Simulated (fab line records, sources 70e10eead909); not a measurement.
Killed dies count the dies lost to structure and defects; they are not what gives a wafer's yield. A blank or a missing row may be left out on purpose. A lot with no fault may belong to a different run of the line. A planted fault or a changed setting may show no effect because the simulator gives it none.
Matching of chambers | flow nand-harc | 4 sister chambers for NHARC_A_CHANNEL_FILL_D1_ALD_16 on ald-hk-03
The step deposits SiO2, target thk 1.5 nm, pulse time 10 s, ald cycles 15. 8 wafers are shown with their chamber, then 7 later ones without.

== EACH WAFER AND ITS CHAMBER ==
wafer  | chamber | heater-power-w (W) | precursor-pulse-height-rel
L084.4 | 3       | 369                | 0.922
L084.5 | 1       | 504                | 1.004
L086.3 | 3       | 368                | 1.021
L088.2 | 1       | 503                | 0.979
L088.3 | 2       | 496                | 1.013
L088.4 | 0       | 475                | 1.006
L087.2 | 2       | 484                | 0.997
L087.3 | 0       | 460                | 1.004

== WAFERS WHOSE CHAMBER IS MISSING ==
wafer  | heater-power-w (W) | precursor-pulse-height-rel
L087.5 | 496                | 0.984
L091.1 | 463                | 0.978
L091.2 | 367                | 1.003
L091.6 | 376                | 1.036
L097.1 | 492                | 0.984
L097.2 | 369                | 0.970
L097.5 | 490                | 1.021

== THE CHAMBER EACH PASSED THROUGH ==
wafer  | from the rows above     | in truth
L087.5 | can't be placed: 2 or 1 | 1
L091.1 | 0                       | 0
L091.2 | 3                       | 3
L091.6 | 3                       | 3
L097.1 | can't be placed: 2 or 1 | 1
L097.2 | 3                       | 3
L097.5 | can't be placed: 2 or 1 | 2
4 of 7 placed correctly. From these rows, 3 cannot be placed; in 3 the true chamber is one of the candidates. Placed wrongly: 0.
How it was worked out, from the rows above alone: a wafer's distance from a chamber is the root of the sum, over the readings, of the square of ((its reading less the chamber's mean) divided by the reading's scatter). The wafer belongs to the nearest chamber; if the next one is less than 2 further off, it can't be placed. The mean given for a chamber averages the wafers shown for that chamber. The scatter: take each reading less its chamber's mean, square it, sum over the shown wafers, divide by the number of wafers less the number of chambers, and take the root.
